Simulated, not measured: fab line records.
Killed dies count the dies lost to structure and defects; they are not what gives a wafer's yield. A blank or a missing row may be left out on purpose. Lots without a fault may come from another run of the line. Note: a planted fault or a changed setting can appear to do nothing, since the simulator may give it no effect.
The tool behind it: which one? -- flow n5_finfet -- Sampling: 14 lots, 36 wafers, 4 of 1938 route steps

WHAT EACH GAUGE READ, for each wafer
N5_BEOL_M2_INSPECT_59: inspects for defects (darkfield). Usual: raw_defect_count at 74, with a standard deviation of 22.
lot,measured,on,raw_defect_count,flag
L510,day 7 04:47,defect_inspect-01,61 73,
L513,day 7 18:00,defect_inspect-01,112 61 54,
L515,day 8 03:37,defect_inspect-01,110 111 175,
L514,day 8 05:28,defect_inspect-02,60 90 62,
L518,day 9 00:40,defect_inspect-02,71 62 82,
L519,day 9 04:28,defect_inspect-01,80 60,
L520,day 9 15:52,defect_inspect-01,69 98,
L521,day 10 14:38,defect_inspect-02,80 103,
L524,day 11 03:35,defect_inspect-01,75 57,
L528,day 11 12:06,defect_inspect-02,72 35 62,
L530,day 11 20:10,defect_inspect-01,76 64 58,
L531,day 12 05:35,defect_inspect-02,74 64 49,
L532,day 12 10:08,defect_inspect-01,67 80 74,
L533,day 13 07:46,defect_inspect-01,43 55,

N5_BEOL_M3_OVL_MEAS_12. Usual: M3_OVL gives -0.2 nm (standard deviation 0.78).
lot,measured,on,M3_OVL (nm),flag
L510,day 7 05:50,overlay-02,-0.9 -0.8,
L513,day 7 19:23,overlay-01,-1.1 0.8 -0.3,
L515,day 8 05:49,overlay-02,0.4 -1.4 0.1,
L514,day 8 06:44,overlay-02,-0.6 -0.5 -1.8,
L518,day 9 01:37,overlay-02,-0.5 -1.4 -1.2,
L519,day 9 05:32,overlay-02,-1.4 -0.8,
L520,day 9 17:24,overlay-02,1.1 0.8,
L521,day 10 15:19,overlay-02,0.8 0.3,
L524,day 11 05:47,overlay-02,0.7 0.5,
L528,day 11 12:43,overlay-02,-0.7 -0.1 -1.0,
L530,day 11 21:43,overlay-01,-1.8 -0.9 -1.0,
L531,day 12 08:20,overlay-01,- - -,OFF
L532,day 12 11:20,overlay-01,- - -,OFF
L533,day 13 08:59,overlay-01,0.5 0.4,

WHICH TOOL RAN EACH LOT (tool, then ch and the chambers of the sampled wafers, then the start)
lot,N5_BEOL_M2_PRE_CLEAN_60,N5_BEOL_M3_DEVELOP_10
L510,"cvd_co-01 ch 0,1, day 7 04:30","litho_track-05 ch 0, day 7 05:45"
L513,"cvd_co-01 ch 0,1,2, day 7 17:46","litho_track-01 ch 0, day 7 19:17"
L515,"cvd_co-02 ch 0,1,2, day 8 03:22","litho_track-05 ch 0, day 8 05:43"
L514,"cvd_co-01 ch 0,2, day 8 05:12","litho_track-04 ch 0, day 8 06:38"
L518,"cvd_co-01 ch 0,2, day 9 00:25","litho_track-01 ch 0, day 9 01:32"
L519,"cvd_co-02 ch 1,2, day 9 04:13","litho_track-05 ch 0, day 9 05:27"
L520,"cvd_co-01 ch 0, day 9 15:37","litho_track-04 ch 0, day 9 17:18"
L521,"cvd_co-01 ch 2, day 10 14:23","litho_track-04 ch 0, day 10 15:13"
L524,"cvd_co-01 ch 0,1, day 11 03:22","litho_track-04 ch 0, day 11 05:40"
L528,"cvd_co-02 ch 0,2, day 11 11:51","litho_track-01 ch 0, day 11 12:38"
L530,"cvd_co-01 ch 0,1, day 11 19:53","litho_track-04 ch 0, day 11 21:37"
L531,"cvd_co-01 ch 0,1,2, day 12 05:18","litho_track-04, day 12 08:14"
L532,"cvd_co-02 ch 0,1,2, day 12 09:53","litho_track-04, day 12 11:13"
L533,"cvd_co-01 ch 0,2, day 13 07:31","litho_track-05 ch 0, day 13 08:53"
- N5_BEOL_M2_PRE_CLEAN_60: time 15 s.
- N5_BEOL_M3_DEVELOP_10: develop time 30 s.

AS READ BY THE TOOLS THEMSELVES (means over the sampled wafers that have a number; for cases with no such wafer, the mark the record gives instead)
N5_BEOL_M2_PRE_CLEAN_60. Usual: heater_power_w 90 W, standard deviation 5.9; rf_fwd_power_W 296.8 W, standard deviation 1.2.
lot,tool,heater_power_w (W),rf_fwd_power_W (W),flag
L510,cvd_co-01,94,297.2,
L513,cvd_co-01,93,296.5,
L515,cvd_co-02,85,296.7,
L514,cvd_co-01,93,295.8,
L518,cvd_co-01,97,297.4,
L519,cvd_co-02,82,297.9,
L520,cvd_co-01,99,297.0,
L521,cvd_co-01,92,297.3,
L524,cvd_co-01,96,296.2,
L528,cvd_co-02,92,297.0,
L530,cvd_co-01,96,295.5,
L531,cvd_co-01,95,296.6,
L532,cvd_co-02,87,297.5,
L533,cvd_co-01,93,296.9,

N5_BEOL_M3_DEVELOP_10. Usual: chill_plate_temp_C 23.02 C, standard deviation 0.12; exhaust_pa 45.1 Pa, standard deviation 0.93.
lot,tool,chill_plate_temp_C (C),exhaust_pa (Pa),flag
L510,litho_track-05,23.05,45.1,
L513,litho_track-01,23.21,44.0,
L515,litho_track-05,23.02,44.9,
L514,litho_track-04,22.83,45.7,
L518,litho_track-01,23.07,44.8,
L519,litho_track-05,22.84,44.5,
L520,litho_track-04,22.87,45.4,
L521,litho_track-04,23.11,45.1,
L524,litho_track-04,23.05,45.5,
L528,litho_track-01,23.11,44.4,
L530,litho_track-04,22.90,45.5,
L531,litho_track-04,-,-,OFF
L532,litho_track-04,-,-,OFF
L533,litho_track-05,23.06,46.5,

THE ANSWER, worked out from the rows above alone
Rule: a lot counts as off when the mean over its wafers that have a number is more than 3 standard deviations away from the usual mean. A lot without any number at a reading at which 4 lots or more have one is off too. Any other lot the step has rows for is counted as sound. Order of review: gauges by route order, followed by the tools' own readings, for which a lot's mean as printed above is used. At the first step where some lot is off, the reading lying furthest off is the one used; lots without a number count as furthest.
Off: L531, L532, at N5_BEOL_M3_OVL_MEAS_12 (M3_OVL). Without a number there: L531, L532.
A tool fits if, at a process step before that reading, it ran every lot that is off, and no sound lot after the first of them. Not tried: the gauges at N5_BEOL_M3_OVL_MEAS_12; whatever is off there is also off at N5_BEOL_M3_DEVELOP_10, on other tools, and gauge error can't account for it. One candidate fits, namely litho_track-04 at N5_BEOL_M3_DEVELOP_10. Its last sound lot is L530 (day 11 21:37), its first lot that is off L531 (day 12 08:14): a fault that began between those two fits.
Blank at N5_BEOL_M3_DEVELOP_10 on the lots that are off, where sound lots have numbers: chill_plate_temp_C, exhaust_pa.

WHAT HAD BEEN PUT IN BY THE SIMULATOR
At N5_BEOL_M3_DEVELOP_10, the step was skipped entirely on litho_track-04 from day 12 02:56 on. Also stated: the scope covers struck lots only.
Struck lots among those shown: L531, L532. The rule given above showed the same thing.
